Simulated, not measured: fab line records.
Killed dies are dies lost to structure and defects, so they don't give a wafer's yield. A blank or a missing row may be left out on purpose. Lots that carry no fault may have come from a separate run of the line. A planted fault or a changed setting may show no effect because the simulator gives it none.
fab line records	flow nand-harc
[record] lots = 24	wafers = 72	last-day = 33
route steps=1302 shown A_ONON_D2@561 A_CHANNEL_HOLE_D2@586 A_CHANNEL_FILL_D2@612
lots that met no fault: taken from a fault-free run of the same line
start-h: hours from the record's first day to the start of the lot's first wafer shown	wait-h: hours elapsed since this lot's preceding step	" unchanged from the row above	L1.1+2: several wafers, shown together as one row	- either no value or no given start	* or withheld: withheld	< > ~ a bound
route shown NAME@n: names a module that has steps shown in the file, with the first one's number in the route	usual: mean/standard deviation of fault-free wafers	same: alike in all rows	chamber/n: place in a boat	sites: the reading at each site	_std_site: the standard deviation of these	_edge_site: outer sites' mean less inner sites'	radius-mm: for every site, how far away it sits from the centre of the wafer	mask NAME#n: copy n	behind: the last tool/chamber to shape the wafer	hold: reason for holding the lot/hours on hold/outcome of the hold	device: transistor that didn't switch, given as n, p or np	end of line: the tests these same wafers got at the end of their route	a step given without rows: its recipe and nothing more	killed: at the first sort, the dies lost to defects and structure; wafer yield is something else	map: a wafer's dies, marking killed ones x, the rest . and places with no die _
set.NAME: the setting that was run; set.NAME@STEP: the one run at that earlier step	model.NAME: the simulator's own value behind a step, which no gauge read
steps of the route over a sample of lots; a table a step, a row a wafer
services: from which hour (start-h, from the record's first day; less than 0 if before it) a tool's chamber was out of use, for how many hours, and why
[[steps]]
[step NHARC_A_ONON_D2_THK_MEAS_24]
[recipe] thk-meas-gauge = ellipsometry
[usual] thk-nm = 1000/6.4
lot.wafer	tool	chamber	start-h	wait-h	thk-nm
L074.2	film-metro-01	-	287.63	-	1014
L074.3	"	-	"	"	1014
L074.5	"	-	"	"	1013
L076.1	film-metro-02	-	303.39	-	990
L076.2	"	-	"	"	991
L076.4	"	-	"	"	991
L077.3	film-metro-01	-	303.39	-	1004
L077.4	"	-	"	"	1006
L077.5	"	-	"	"	1005
L075.2	film-metro-01	-	303.40	-	994
L075.4	"	-	"	"	994
L075.5	"	-	"	"	993
L078.1	film-metro-01	-	322.83	-	998
L078.3	"	-	"	"	998
L078.5	"	-	"	"	995
L079.1	film-metro-01	-	333.33	-	997
L079.4	"	-	"	"	996
L079.5	"	-	"	"	997
L080.1	film-metro-01	-	341.90	-	998
L080.2	"	-	"	"	997
L080.6	"	-	"	"	997
L081.2	film-metro-01	-	363.02	-	1000
L081.3	"	-	"	"	999
L081.6	"	-	"	"	999
L082.1	film-metro-02	-	363.02	-	1003
L082.2	"	-	"	"	1003
L082.4	"	-	"	"	1004
L083.1	film-metro-01	-	376.89	-	1015
L083.3	"	-	"	"	1014
L083.4	"	-	"	"	1013
L084.2	film-metro-01	-	392.70	-	999
L084.4	"	-	"	"	1001
L084.6	"	-	"	"	1000
L085.3	film-metro-01	-	392.71	-	1006
L085.5	"	-	"	"	1005
L085.6	"	-	"	"	1008
L087.2	film-metro-01	-	410.48	-	1006
L087.4	"	-	"	"	1005
L087.5	"	-	"	"	1003
L086.3	film-metro-02	-	415.93	-	1004
L086.5	"	-	"	"	1003
L086.6	"	-	"	"	1002
L089.3	film-metro-02	-	422.14	-	1004
L089.5	"	-	"	"	1004
L089.6	"	-	"	"	1004
L088.1	film-metro-02	-	422.18	-	991
L088.3	"	-	"	"	993
L088.5	"	-	"	"	993
L090.1	film-metro-02	-	446.64	-	1001
L090.3	"	-	"	"	1004
L090.4	"	-	"	"	1005
L091.1	film-metro-02	-	446.64	-	1003
L091.2	"	-	"	"	1004
L091.6	"	-	"	"	1002
L092.1	film-metro-01	-	460.55	-	1002
L092.4	"	-	"	"	1001
L092.6	"	-	"	"	1002
L093.1	film-metro-02	-	468.88	-	994
L093.2	"	-	"	"	996
L093.6	"	-	"	"	992
L094.1	film-metro-01	-	478.25	-	994
L094.2	"	-	"	"	994
L094.6	"	-	"	"	995
L095.3	film-metro-02	-	495.94	-	992
L095.5	"	-	"	"	994
L095.6	"	-	"	"	990
L096.2	film-metro-01	-	495.96	-	993
L096.3	"	-	"	"	994
L096.5	"	-	"	"	994
L097.3	film-metro-01	-	519.89	-	1006
L097.4	"	-	"	"	1006
L097.6	"	-	"	"	1007
[step NHARC_A_ONON_D2_THK_MEAS_27]
[recipe] thk-meas-gauge = ellipsometry
[usual] thk-nm = 997/12
lot.wafer	tool	chamber	start-h	wait-h	thk-nm
L074.2	film-metro-02	-	288.20	-	1008
L074.3	"	-	"	"	1010
L074.5	"	-	"	"	1007
L077.3	film-metro-01	-	303.96	-	1009
L077.4	"	-	"	"	1007
L077.5	"	-	"	"	1009
L076.1	film-metro-02	-	303.96	-	989
L076.2	"	-	"	"	988
L076.4	"	-	"	"	986
L075.2	film-metro-01	-	303.97	-	1009
L075.4	"	-	"	"	1009
L075.5	"	-	"	"	1009
L078.1	film-metro-01	-	323.39	-	1008
L078.3	"	-	"	"	1009
L078.5	"	-	"	"	1007
L079.1	film-metro-01	-	333.90	-	978
L079.4	"	-	"	"	978
L079.5	"	-	"	"	979
L080.1	film-metro-02	-	342.46	-	1000
L080.2	"	-	"	"	1001
L080.6	"	-	"	"	1002
L081.2	film-metro-02	-	363.58	-	987
L081.3	"	-	"	"	988
L081.6	"	-	"	"	988
L082.1	film-metro-01	-	363.59	-	985
L082.2	"	-	"	"	983
L082.4	"	-	"	"	986
L083.1	film-metro-01	-	377.45	-	995
L083.3	"	-	"	"	995
L083.4	"	-	"	"	995
L084.2	film-metro-01	-	393.26	-	1012
L084.4	"	-	"	"	1012
L084.6	"	-	"	"	1011
L085.3	film-metro-02	-	393.27	-	999
L085.5	"	-	"	"	1000
L085.6	"	-	"	"	1000
L087.2	film-metro-02	-	411.06	-	1014
L087.4	"	-	"	"	1014
L087.5	"	-	"	"	1015
L086.3	film-metro-02	-	416.50	-	975
L086.5	"	-	"	"	973
L086.6	"	-	"	"	974
L089.3	film-metro-02	-	422.71	-	991
L089.5	"	-	"	"	989
L089.6	"	-	"	"	989
L088.1	film-metro-02	-	422.75	-	1015
L088.3	"	-	"	"	1015
L088.5	"	-	"	"	1016
L090.1	film-metro-01	-	447.20	-	975
L090.3	"	-	"	"	976
L090.4	"	-	"	"	977
L091.1	film-metro-02	-	447.21	-	1001
L091.2	"	-	"	"	1000
L091.6	"	-	"	"	1002
L092.1	film-metro-01	-	461.11	-	1007
L092.4	"	-	"	"	1010
L092.6	"	-	"	"	1007
L093.1	film-metro-02	-	469.46	-	987
L093.2	"	-	"	"	986
L093.6	"	-	"	"	986
L094.1	film-metro-02	-	478.81	-	994
L094.2	"	-	"	"	993
L094.6	"	-	"	"	994
L095.3	film-metro-02	-	496.51	-	992
L095.5	"	-	"	"	991
L095.6	"	-	"	"	991
L096.2	film-metro-01	-	496.52	-	1010
L096.3	"	-	"	"	1009
L096.5	"	-	"	"	1009
L097.3	film-metro-02	-	520.46	-	987
L097.4	"	-	"	"	988
L097.6	"	-	"	"	987
[step NHARC_A_CHANNEL_HOLE_D2_ETCH_38]
[recipe] target-depth-a = 390	over-etch-frac = 0.3	time-s = 65	ion-energy-ev = 80	cf4-flow-sccm = 150	ar-flow-sccm = 0	rf-w = 300	bias-w = 100	chemistry = CF4
[usual] drypump-motor-current-A = 5.7/0.45	oes-product-au = 1.002/0.015	rf-vpp-V = 151.2/1.1	showerhead-plenum-p-Torr = 1.76/0.063	throttle-valve-pct = 13.284/0.01
lot.wafer	tool	chamber	start-h	wait-h	drypump-motor-current-A	oes-product-au	rf-hours-counter-h	rf-vpp-V	showerhead-plenum-p-Torr	throttle-valve-pct
L074.2	rie-diel-02	0	293.07	0.1	5.5	0.997	3	154.5	1.87	13.294
L074.3	"	2	"	"	5.7	1.003	4	151.1	1.70	13.273
L074.5	"	1	"	"	5.7	0.995	-	151.3	1.68	13.280
L077.4	rie-diel-08	0	314.50	0.1	5.3	1.021	5	149.4	1.69	13.275
L077.3	"	1	"	"	5.2	0.992	4	152.7	1.87	13.290
L077.5	"	3	"	"	6.5	1.009	-	151.6	1.75	13.289
L076.2	rie-diel-04	3	315.79	0.1	5.4	1.010	10	150.7	1.77	13.297
L076.4	"	0	"	"	5.8	0.955	10	150.9	1.81	13.269
L076.1	"	1	"	"	6.3	0.996	11	150.9	1.78	13.298
L075.2	rie-diel-08	0	316.13	0.1	5.3	1.007	5	150.9	1.69	13.286
L075.4	"	1	"	"	5.2	0.996	5	154.9	1.86	13.269
L075.5	"	0	"	"	5.3	1.020	-	150.7	1.69	13.287
L078.1	rie-diel-02	2	327.61	0.1	5.7	0.990	6	151.6	1.69	13.275
L078.3	"	1	"	"	5.7	0.992	5	149.7	1.68	13.287
L078.5	"	2	"	"	5.7	0.998	-	148.9	1.69	13.283
L079.1	rie-diel-08	0	337.99	0.1	5.3	1.026	7	149.6	1.69	13.285
L079.4	"	2	"	"	4.9	1.002	8	149.6	1.72	13.285
L079.5	"	1	"	"	5.2	1.002	-	151.5	1.86	13.289
L080.1	rie-diel-04	0	348.04	0.1	5.8	0.965	13	151.5	1.81	13.263
L080.2	"	3	"	"	5.4	1.028	13	149.7	1.77	13.273
L080.6	"	0	"	"	5.8	0.970	-	151.0	1.81	13.282
L082.4	rie-diel-02	1	368.02	0.1	5.7	0.985	7	149.9	1.68	13.297
L082.1	"	2	"	"	5.7	0.997	8	150.3	1.69	13.292
L082.2	"	0	"	"	5.5	0.988	6	151.7	1.87	13.273
L081.2	rie-diel-04	1	369.89	0.1	6.2	0.977	0	152.2	1.78	13.265
L081.3	"	3	"	"	5.3	1.019	0	150.3	1.76	13.278
L081.6	"	1	"	"	6.3	0.993	-	149.8	1.78	13.288
L083.4	rie-diel-04	3	384.82	0.1	5.4	1.023	1	151.2	1.76	13.284
L083.1	"	0	"	"	5.8	0.986	1	152.4	1.81	13.276
L083.3	"	1	"	"	6.3	0.984	1	151.1	1.78	13.268
L084.4	rie-diel-04	2	397.99	0.1	6.2	0.992	1	151.5	1.71	13.276
L084.2	"	0	"	"	5.8	0.993	2	152.6	1.81	13.286
L084.6	"	1	"	"	6.3	0.992	-	151.1	1.78	13.287
L085.3	rie-diel-08	3	398.48	0.1	6.5	1.010	1	150.9	1.74	13.291
L085.6	"	1	"	"	5.2	1.016	-	152.0	1.86	13.288
L085.5	"	2	"	"	5.0	1.012	-	149.8	1.72	13.291
L087.4	rie-diel-04	0	415.03	0.1	5.8	0.979	4	150.9	1.80	13.284
L087.2	"	2	"	"	6.2	0.981	3	150.1	1.71	13.274
L087.5	"	1	"	"	6.3	0.994	-	151.1	1.78	13.293
L086.3	rie-diel-08	1	421.08	0.1	5.2	0.998	2	151.5	1.86	13.272
L086.5	"	0	"	"	5.3	1.004	-	149.8	1.69	13.277
L086.6	"	1	"	"	5.2	1.010	-	152.1	1.86	13.306
L089.3	rie-diel-02	0	426.82	0.1	5.5	0.995	1	152.3	1.87	13.297
L089.6	"	3	"	"	6.1	1.016	-	155.6	1.85	13.280
L089.5	"	0	"	"	5.5	0.990	-	152.9	1.86	13.273
L088.3	rie-diel-04	0	427.09	0.1	5.8	0.979	5	152.1	1.81	13.297
L088.1	"	1	"	"	6.3	0.977	5	152.1	1.78	13.268
L088.5	"	1	"	"	6.3	0.975	-	151.3	1.78	13.277
L090.3	rie-diel-02	2	452.34	0.1	5.7	1.002	2	148.9	1.69	13.294
L090.1	"	3	"	"	6.1	1.017	2	153.5	1.85	13.289
L090.4	"	0	"	"	5.5	0.993	2	152.6	1.86	13.287
L091.1	rie-diel-08	0	452.48	0.1	5.4	0.995	4	150.1	1.69	13.295
L091.2	"	3	"	"	6.5	1.014	3	150.3	1.74	13.283
L091.6	"	1	"	"	5.2	0.992	-	152.3	1.86	13.286
L092.1	rie-diel-04	1	465.27	0.1	6.3	0.990	6	152.1	1.78	13.293
L092.4	"	2	"	"	6.2	0.979	5	149.8	1.71	13.294
L092.6	"	0	"	"	5.8	0.969	-	152.0	1.81	13.290
L093.1	rie-diel-02	3	475.63	0.1	6.2	1.029	3	151.7	1.85	13.287
L093.2	"	0	"	"	5.5	0.997	3	153.0	1.86	13.297
L093.6	"	1	"	"	5.7	1.024	-	150.3	1.68	13.263
L094.2	rie-diel-08	1	485.00	0.1	5.2	0.992	10	152.9	1.86	13.289
L094.1	"	2	"	"	4.9	1.019	11	149.3	1.72	13.290
L094.6	"	0	"	"	5.3	1.019	-	149.7	1.69	13.289
L096.3	rie-diel-04	0	500.50	0.1	5.8	0.993	8	151.8	1.80	13.292
L096.2	"	2	"	"	6.2	0.987	6	151.0	1.71	13.275
L096.5	"	1	"	"	6.2	0.993	-	150.9	1.77	13.278
L095.3	rie-diel-08	0	500.82	0.1	5.3	1.004	8	150.2	1.69	13.296
L095.5	"	2	"	"	4.9	1.008	-	151.2	1.72	13.281
L095.6	"	0	"	"	5.3	1.016	-	150.2	1.69	13.293
L097.4	rie-diel-02	2	524.58	0.1	5.7	1.014	5	149.6	1.69	13.276
L097.3	"	0	"	"	5.5	0.995	5	151.2	1.86	13.266
L097.6	"	2	"	"	5.7	1.016	-	151.0	1.69	13.280
[step NHARC_A_CHANNEL_HOLE_D2_ETCH_34]
[recipe] target-depth-a = 1540	time-s = 77	cf4-flow-sccm = 100	chf3-flow-sccm = 30	ar-flow-sccm = 0	rf-w = 500	bias-w = 200	chemistry = CF4/CHF3
[usual] drypump-motor-current-A = 5.7/0.46	oes-product-au = 0.960/0.024	rf-vpp-V = 370.6/2	showerhead-plenum-p-Torr = 1.57/0.058	throttle-valve-pct = 16.802/0.0091
lot.wafer	tool	chamber	start-h	wait-h	drypump-motor-current-A	oes-product-au	rf-hours-counter-h	rf-vpp-V	showerhead-plenum-p-Torr	throttle-valve-pct
L074.3	rie-diel-02	1	-	-	5.7	0.955	4	368.3	1.50	16.815
L074.2	"	2	"	"	5.7	0.980	4	369.2	1.51	16.801
L074.5	"	2	"	"	5.7	0.982	-	369.3	1.51	16.800
L077.4	rie-diel-08	1	-	-	5.2	0.969	4	374.2	1.66	16.791
L077.3	"	3	"	"	6.5	0.966	5	371.1	1.55	16.790
L077.5	"	1	"	"	5.2	0.985	-	372.7	1.66	16.806
L076.1	rie-diel-04	0	-	-	5.8	0.935	10	370.8	1.61	16.807
L076.4	"	2	"	"	6.2	0.992	11	370.4	1.53	16.806
L076.2	"	3	"	"	5.3	1.003	11	370.4	1.57	16.802
L075.2	rie-diel-08	1	-	-	5.2	0.957	5	373.5	1.66	16.816
L075.4	"	3	"	"	6.5	0.988	5	370.3	1.55	16.800
L075.5	"	0	"	"	5.3	0.968	-	368.4	1.51	16.792
L078.1	rie-diel-02	2	-	-	5.7	0.972	6	369.2	1.51	16.802
L078.3	"	1	"	"	5.7	0.944	5	367.0	1.50	16.806
L078.5	"	2	"	"	5.7	0.968	-	369.1	1.51	16.815
L079.1	rie-diel-08	0	-	-	5.3	0.989	7	368.8	1.51	16.795
L079.4	"	1	"	"	5.2	0.962	7	374.3	1.66	16.791
L079.5	"	2	"	"	4.9	0.957	-	369.6	1.53	16.804
L080.2	rie-diel-04	1	-	-	6.3	0.962	13	371.4	1.58	16.786
L080.1	"	2	"	"	6.2	0.993	14	369.5	1.52	16.807
L080.6	"	0	"	"	5.8	0.926	-	372.3	1.61	16.792
L082.2	rie-diel-02	0	-	-	5.5	0.948	6	372.8	1.66	16.804
L082.1	"	1	"	"	5.7	0.951	7	368.5	1.49	16.827
L082.4	"	0	"	"	5.5	0.956	-	374.2	1.66	16.801
L081.3	rie-diel-04	2	-	-	6.2	0.964	0	368.3	1.52	16.799
L081.2	"	1	"	"	6.2	0.954	0	371.1	1.58	16.807
L081.6	"	2	"	"	6.2	0.972	-	369.1	1.52	16.796
L083.3	rie-diel-04	3	-	-	5.4	0.992	1	371.7	1.57	16.803
L083.4	"	0	"	"	5.8	0.951	1	370.5	1.61	16.795
L083.1	"	1	"	"	6.3	0.949	1	370.8	1.58	16.804
L084.2	rie-diel-04	1	-	-	6.3	0.954	2	369.9	1.58	16.805
L084.4	"	0	"	"	5.8	0.940	2	371.8	1.61	16.812
L084.6	"	1	"	"	6.3	0.933	-	371.5	1.58	16.818
L085.3	rie-diel-08	3	-	-	6.5	0.996	1	370.3	1.55	16.804
L085.6	"	1	"	"	5.2	0.959	-	373.3	1.66	16.814
L085.5	"	2	"	"	4.9	0.979	-	369.1	1.53	16.805
L087.4	rie-diel-04	0	-	-	5.8	0.914	4	371.4	1.61	16.784
L087.2	"	1	"	"	6.2	0.907	4	370.8	1.58	16.788
L087.5	"	3	"	"	5.4	0.941	-	369.8	1.57	16.820
L086.3	rie-diel-08	3	-	-	6.5	0.982	2	370.4	1.55	16.805
L086.5	"	3	"	"	6.5	0.980	-	370.8	1.55	16.793
L086.6	"	0	"	"	5.3	0.967	-	367.5	1.51	16.807
L088.1	rie-diel-04	1	-	-	6.2	0.941	5	371.9	1.58	16.802
L088.3	"	3	"	"	5.3	0.991	4	370.8	1.57	16.803
L088.5	"	0	"	"	5.8	0.956	-	372.2	1.61	16.803
L089.3	rie-diel-02	3	-	-	6.1	0.929	1	372.0	1.65	16.802
L089.5	"	0	"	"	5.5	0.925	-	374.1	1.66	16.806
L089.6	"	1	"	"	5.7	0.942	-	367.8	1.49	16.799
L090.4	rie-diel-02	0	-	-	5.5	0.923	2	373.1	1.66	16.800
L090.3	"	1	"	"	5.7	0.940	2	366.3	1.49	16.796
L090.1	"	2	"	"	5.7	0.935	2	368.1	1.51	16.792
L091.2	rie-diel-08	0	-	-	5.3	0.948	4	366.8	1.50	16.801
L091.1	"	3	"	"	6.5	0.935	4	370.8	1.55	16.796
L091.6	"	0	"	"	5.3	0.940	-	368.3	1.50	16.806
L092.1	rie-diel-04	1	-	-	6.3	0.927	6	370.6	1.58	16.808
L092.4	"	2	"	"	6.2	0.931	5	369.3	1.52	16.780
L092.6	"	0	"	"	5.8	0.924	-	372.1	1.61	16.800
L093.2	rie-diel-02	0	-	-	5.5	0.944	4	372.4	1.66	16.820
L093.1	"	3	"	"	6.2	0.975	3	372.9	1.65	16.809
L093.6	"	1	"	"	5.7	0.995	-	367.6	1.49	16.810
L094.1	rie-diel-08	0	-	-	5.3	1.001	8	368.5	1.50	16.804
L094.2	"	2	"	"	5.0	0.967	11	369.4	1.53	16.804
L094.6	"	0	"	"	5.3	0.988	-	367.7	1.50	16.783
L096.3	rie-diel-04	3	-	-	5.4	0.985	7	369.2	1.57	16.810
L096.2	"	1	"	"	6.3	0.949	8	371.9	1.58	16.790
L096.5	"	3	"	"	5.4	0.983	-	370.7	1.57	16.785
L095.3	rie-diel-08	2	-	-	4.9	0.948	12	368.6	1.53	16.806
L095.5	"	2	"	"	4.9	0.944	-	368.8	1.53	16.811
L095.6	"	0	"	"	5.3	0.955	-	368.2	1.50	16.820
L097.3	rie-diel-02	0	-	-	5.5	0.963	5	375.0	1.66	16.806
L097.4	"	3	"	"	6.2	1.004	6	373.1	1.65	16.805
L097.6	"	0	"	"	5.5	0.971	-	372.6	1.66	16.807
[step NHARC_A_CHANNEL_HOLE_D2_INSPECT_40]
[usual] raw-defect-count = 273/79
lot.wafer	tool	chamber	start-h	wait-h	raw-defect-count
L074.2	defect-inspect-01	-	299.88	-	204
L074.3	"	-	"	"	195
L074.5	"	-	"	"	182
L077.3	defect-inspect-01	-	321.62	-	167
L077.4	"	-	"	"	203
L077.5	"	-	"	"	302
L076.1	defect-inspect-02	-	322.62	-	255
L076.2	"	-	"	"	251
L076.4	"	-	"	"	234
L075.2	defect-inspect-01	-	325.79	-	165
L075.4	"	-	"	"	165
L075.5	"	-	"	"	138
L078.1	defect-inspect-02	-	334.46	-	369
L078.3	"	-	"	"	444
L078.5	"	-	"	"	418
L079.1	defect-inspect-01	-	344.80	-	224
L079.4	"	-	"	"	215
L079.5	"	-	"	"	239
L080.1	defect-inspect-01	-	354.84	-	339
L080.2	"	-	"	"	230
L080.6	"	-	"	"	315
L082.1	defect-inspect-02	-	375.18	-	230
L082.2	"	-	"	"	159
L082.4	"	-	"	"	259
L081.2	defect-inspect-02	-	376.91	-	369
L081.3	"	-	"	"	293
L081.6	"	-	"	"	421
L083.1	defect-inspect-01	-	396.40	-	303
L083.3	"	-	"	"	233
L083.4	"	-	"	"	368
L084.2	defect-inspect-01	-	406.62	-	325
L084.4	"	-	"	"	301
L084.6	"	-	"	"	236
L085.3	defect-inspect-02	-	408.84	-	187
L085.5	"	-	"	"	256
L085.6	"	-	"	"	277
L087.2	defect-inspect-01	-	422.79	-	286
L087.4	"	-	"	"	205
L087.5	"	-	"	"	287
L086.3	defect-inspect-02	-	427.90	-	311
L086.5	"	-	"	"	341
L086.6	"	-	"	"	310
L088.1	defect-inspect-01	-	434.65	-	212
L088.3	"	-	"	"	312
L088.5	"	-	"	"	207
L089.3	defect-inspect-01	-	436.24	-	476
L089.5	"	-	"	"	360
L089.6	"	-	"	"	642
L090.1	defect-inspect-02	-	459.13	-	432
L090.3	"	-	"	"	240
L090.4	"	-	"	"	249
L091.1	defect-inspect-01	-	459.27	-	202
L091.2	"	-	"	"	317
L091.6	"	-	"	"	320
L092.1	defect-inspect-02	-	472.04	-	224
L092.4	"	-	"	"	280
L092.6	"	-	"	"	331
L093.1	defect-inspect-02	-	484.52	-	183
L093.2	"	-	"	"	299
L093.6	"	-	"	"	239
L094.1	defect-inspect-01	-	492.40	-	255
L094.2	"	-	"	"	266
L094.6	"	-	"	"	232
L096.2	defect-inspect-01	-	507.30	-	260
L096.3	"	-	"	"	262
L096.5	"	-	"	"	279
L095.3	defect-inspect-01	-	507.86	-	188
L095.5	"	-	"	"	316
L095.6	"	-	"	"	196
L097.3	defect-inspect-01	-	531.39	-	205
L097.4	"	-	"	"	238
L097.6	"	-	"	"	287
[step NHARC_A_CHANNEL_FILL_D2_ALD_02]
[recipe] target-thk-a = 60	pulse-time-s = 10	ald-cycles = 60	temp-c = 300	material = SiO2
[usual] heater-power-w = 462/35	precursor-pulse-height-rel = 0.999/0.02
lot.wafer	tool	chamber	start-h	wait-h	heater-power-w	precursor-pulse-height-rel
L074.3	ald-hk-03	3	300.36	-	525	0.992
L074.2	"	0	"	"	480	1.029
L074.5	"	2	"	"	422	0.971
L077.3	ald-hk-03	2	321.88	-	421	1.041
L077.4	"	3	"	"	507	1.002
L077.5	"	2	"	"	416	1.014
L076.2	ald-hk-03	2	322.88	-	421	1.020
L076.4	"	3	"	"	517	0.981
L076.1	"	0	"	"	486	0.987
L075.2	ald-hk-01	3	326.68	-	486	1.001
L075.4	"	1	"	"	494	1.002
L075.5	"	3	"	"	476	0.961
L078.1	ald-hk-03	3	334.69	-	501	1.006
L078.3	"	0	"	"	484	1.027
L078.5	"	3	"	"	509	1.002
L079.1	ald-hk-01	3	344.99	-	480	0.991
L079.4	"	0	"	"	486	0.997
L079.5	"	0	"	"	469	0.972
L080.2	ald-hk-03	2	357.24	-	425	1.028
L080.1	"	3	"	"	523	0.976
L080.6	"	2	"	"	420	0.983
L082.4	ald-hk-02	3	375.38	-	467	0.960
L082.1	"	0	"	"	460	1.007
L082.2	"	1	"	"	457	1.014
L081.2	ald-hk-01	0	377.18	-	470	1.020
L081.3	"	1	"	"	494	1.042
L081.6	"	0	"	"	473	1.012
L083.4	ald-hk-02	2	396.66	-	478	0.952
L083.3	"	3	"	"	461	1.002
L083.1	"	0	"	"	467	1.009
L084.2	ald-hk-01	2	406.96	-	404	1.014
L084.4	"	3	"	"	492	1.003
L084.6	"	0	"	"	477	1.008
L085.3	ald-hk-02	0	409.25	-	480	0.997
L085.6	"	1	"	"	461	0.963
L085.5	"	2	"	"	474	1.010
L087.4	ald-hk-01	3	423.05	-	483	0.981
L087.2	"	1	"	"	495	1.029
L087.5	"	3	"	"	490	0.992
L086.3	ald-hk-01	3	428.17	-	495	1.017
L086.5	"	2	"	"	407	1.019
L086.6	"	3	"	"	490	0.994
L088.1	ald-hk-01	0	434.85	-	466	1.015
L088.3	"	2	"	"	401	0.968
L088.5	"	0	"	"	460	0.987
L089.3	ald-hk-01	0	436.50	-	460	1.012
L089.6	"	3	"	"	489	0.979
L089.5	"	0	"	"	470	0.983
L090.4	ald-hk-01	2	459.40	-	401	0.996
L090.3	"	3	"	"	502	1.013
L090.1	"	0	"	"	466	1.003
L091.2	ald-hk-03	3	459.46	-	509	0.994
L091.1	"	2	"	"	408	1.015
L091.6	"	0	"	"	473	1.002
L092.1	ald-hk-01	3	472.23	-	489	1.002
L092.4	"	2	"	"	407	0.993
L092.6	"	3	"	"	491	1.038
L093.2	ald-hk-02	2	484.72	-	470	1.008
L093.1	"	3	"	"	470	1.021
L093.6	"	2	"	"	473	1.023
L094.2	ald-hk-02	0	492.63	0.1	490	1.040
L094.1	"	1	"	"	456	0.967
L094.6	"	0	"	"	461	0.986
L096.2	ald-hk-01	0	507.57	-	462	0.999
L096.3	"	1	"	"	489	1.006
L096.5	"	0	"	"	446	1.004
L095.3	ald-hk-02	2	508.20	-	493	0.990
L095.5	"	0	"	"	484	0.973
L095.6	"	1	"	"	460	1.017
L097.4	ald-hk-01	3	531.62	-	494	1.011
L097.3	"	0	"	"	456	1.020
L097.6	"	3	"	"	505	0.975
[[services]]
tool	chamber	start-h	hours	kind
rie-diel-08	1	274.08	4.2	repair
rie-diel-04	0	285.47	-	clean
rie-diel-04	1	285.47	-	clean
rie-diel-04	2	285.47	-	clean
rie-diel-04	3	285.47	-	clean
ald-hk-01	-	305.60	10.0	pm
rie-diel-04	0	309.97	-	clean
rie-diel-04	1	309.97	-	clean
rie-diel-04	2	309.97	-	clean
rie-diel-04	3	309.97	-	clean
ald-hk-02	-	349.53	10.0	pm
rie-diel-04	0	353.77	15.4	repair
rie-diel-04	-	355.47	9.0	pm
rie-diel-08	-	367.86	9.0	pm
rie-diel-02	1	373.45	5.8	repair
rie-diel-04	-	373.79	0.4	repair
ald-hk-03	-	393.75	10.0	pm
rie-diel-02	-	393.93	9.0	pm
rie-diel-08	1	439.52	2.3	repair
ald-hk-01	-	483.60	10.0	pm
rie-diel-08	1	496.88	5.6	repair
ald-hk-03	-	505.79	0.3	repair
ald-hk-02	-	527.53	10.0	pm
rie-diel-04	3	528.86	2.1	repair
[[key]]
fault none
